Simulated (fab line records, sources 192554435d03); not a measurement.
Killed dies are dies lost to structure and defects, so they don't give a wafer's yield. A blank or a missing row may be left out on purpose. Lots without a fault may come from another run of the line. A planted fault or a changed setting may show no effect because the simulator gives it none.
Chamber matching | flow n5_finfet | N5_SDB_CUT_ETCH_26 on rie_si-03: 4 sister chambers
The step etches Si in HBr/Cl2/O2, target depth 129.6 nm, bt time 20 s, time 51.8 s. 16 wafers are shown with their chamber, then 8 later ones without.

WAFERS WITH THEIR CHAMBER
wafer  | chamber | throttle_valve_pct (%) | drypump_motor_current_A (A) | oes_product_au (a.u.)
L076.2 | 2       | 37.6                   | 6.4                         | 1.010
L076.5 | 0       | 36.9                   | 5.4                         | 1.037
L076.6 | 3       | 37.0                   | 6.3                         | 1.009
L078.2 | 2       | 37.6                   | 6.3                         | 1.004
L078.4 | 1       | 37.3                   | 6.0                         | 1.007
L078.6 | 2       | 37.6                   | 6.4                         | 1.002
L080.2 | 1       | 37.3                   | 6.0                         | 1.004
L080.3 | 0       | 37.0                   | 5.4                         | 1.038
L080.6 | 3       | 37.0                   | 6.3                         | 1.010
L086.2 | 1       | 37.3                   | 6.0                         | 0.998
L086.3 | 2       | 37.6                   | 6.4                         | 1.002
L086.4 | 0       | 36.9                   | 5.5                         | 1.033
L087.4 | 2       | 37.6                   | 6.4                         | 1.007
L087.5 | 2       | 37.6                   | 6.4                         | 1.007
L087.6 | 1       | 37.3                   | 6.0                         | 1.015
L093.1 | 1       | 37.3                   | 6.0                         | 1.002

SIGNATURES (means of the wafers above)
reading                 | chamber 0 | chamber 1 | chamber 2 | chamber 3 | scatter within a chamber
throttle_valve_pct      | 36.933    | 37.300    | 37.600    | 37.000    | 0.0236
drypump_motor_current_A | 5.433     | 6.000     | 6.383     | 6.300     | 0.0354
oes_product_au          | 1.03600   | 1.00520   | 1.00533   | 1.00950   | 0.00436
Rule: a wafer's distance from a chamber is the root of the sum, over the readings, of the square of ((its reading less the chamber's mean) divided by the reading's scatter). The wafer belongs to the nearest chamber; if the next one is less than 2 further off, it can't be placed. The scatter: the root of (the sum of the squares of (reading less its chamber's mean) over the shown wafers, divided by (wafers less chambers)).

WAFERS WITHOUT THEIR CHAMBER
wafer  | throttle_valve_pct (%) | drypump_motor_current_A (A) | oes_product_au (a.u.)
L093.3 | 36.9                   | 5.4                         | 1.023
L093.4 | 37.6                   | 6.4                         | 1.006
L095.2 | 36.9                   | 5.4                         | 1.027
L095.3 | 37.3                   | 6.0                         | 1.012
L095.5 | 36.9                   | 5.4                         | 1.033
L097.3 | 37.0                   | 6.3                         | 1.009
L097.4 | 37.3                   | 6.0                         | 1.010
L097.6 | 36.9                   | 5.4                         | 1.035

WHICH CHAMBER EACH WENT THROUGH
wafer  | from the rows above | in truth
L093.3 | 0                   | 0
L093.4 | 2                   | 2
L095.2 | 0                   | 0
L095.3 | 1                   | 1
L095.5 | 0                   | 0
L097.3 | 3                   | 3
L097.4 | 1                   | 1
L097.6 | 0                   | 0
Placed correctly: 8 of 8. Can't be placed from these rows: 0. Placed wrongly: 0.
